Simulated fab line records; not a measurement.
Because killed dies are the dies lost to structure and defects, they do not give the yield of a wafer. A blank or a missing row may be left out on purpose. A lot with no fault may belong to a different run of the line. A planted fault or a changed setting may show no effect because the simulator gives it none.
8D (eight disciplines) problem report, filled in by code | flow nand harc | the parts of the form that need people (team, actions taken, sign-off) are left out

## 1. THE ISSUE
At NHARC_END_SORT_01, killed at array averages 468 over 2 wafers from 2 lots, while fault-free wafers read 26, standard deviation 8.6. Relative to the usual mean, that is a shift of +51 standard deviations.
First seen on wafer L347.2, day 21 22:21, on prober-01. At this step, 6 wafers from 2 lots have a number in the record. Rule for "out", or "out of limits": more than 4 standard deviations from the usual mean. Any other wafer with a number is counted as sound.

## 2. WHAT IT IS, AND WHAT IT ISN'T
question                    | is                           | is not
which readings at this step | killed at array, killed dies | killed at periphery, killed open, killed short
which lots                  | L347, L350                   | -
which wafers of those lots  | L347.2, L350.2               | L347.1, L347.3, L350.1, L350.3
read on which gauges        | prober-01                    | -
when                        | from day 21 22:21            | up to then (1 sound wafer); but 3 sound wafers of L347, L350 came after

## 3. WHAT RULES OUT EACH SUSPECT
Counting: a tool at a process step up to the reading stays a suspect if it ran every lot that is out. Sound lots after the first of them don't rule it out here, since some wafers of a struck lot are sound.
- the gauge at NHARC_END_SORT_01 is ruled out. All the wafers that are out were read on prober-01, but those of them that NHARC_A_CONTACT_ETCH_102 has rows for are out there too, on other tools.
- rie diel-07 at NHARC_A_CONTACT_ETCH_102 (etches the open film in CF4/O2, target depth 70 nm, overetch 7 nm, time 38.5 s): kept. It ran every lot that is out, first L347 (day 19 01:03). Its own readings are out on those wafers: run length s.
- In rie diel-07 at NHARC_A_CONTACT_ETCH_102, the wafers that are out were processed in chamber 2 and their sound lot-mates in chambers 0, 1, 3.
The count leaves rie diel-07 at NHARC_A_CONTACT_ETCH_102.

## 4. THE CAUSE (what the simulator had put in)
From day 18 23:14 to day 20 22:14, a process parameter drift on rie diel-07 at NHARC_A_CONTACT_ETCH_102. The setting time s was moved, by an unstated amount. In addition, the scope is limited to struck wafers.
The count eliminated every tool but this one.

## 5. THE CHAIN OF EFFECTS, in route order
Rows list readings where the struck wafers' mean (over those with a number) sits beyond 3 standard deviations from the usual. Readings are gone through only where the record gives a usual standard deviation; hours: the median, over the lots, of the time from a lot's start at the first step in this table giving one to that lot's start at this step; sigmas: the change measured in usual standard deviations.
hours | step                     | reading         | usual  | on struck wafers | change | sigmas
0     | NHARC_A_CONTACT_ETCH_102 | run length s    | 60.0 s | 55.5             | -4.5   | -10
66    | NHARC_END_SORT_01        | killed at array | 26     | 468              | +442   | +51
66    | NHARC_END_SORT_01        | killed dies     | 30     | 475              | +445   | +50
Its process steps:
- NHARC_A_CONTACT_ETCH_102: etches the open film in CF4/O2, target depth 70 nm, overetch 7 nm, time 38.5 s.

## 6. HOW IT WOULD HAVE BEEN CAUGHT EARLIER
Counted from the fault's start at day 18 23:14, it took 71 hours until the first out-of-limits reading at a measuring or inspecting step in this record, taken at day 21 22:21.
Tool's own readings at NHARC_A_CONTACT_ETCH_102, run length s: out on all struck wafers the step has rows for; an alarm limit on them would have tripped on the first.
Each of the lots that are out, 2 in all, had begun NHARC_A_CONTACT_ETCH_102 on rie diel-07 no later than day 21 22:21. Holding the tool at that point would not have protected any of them.
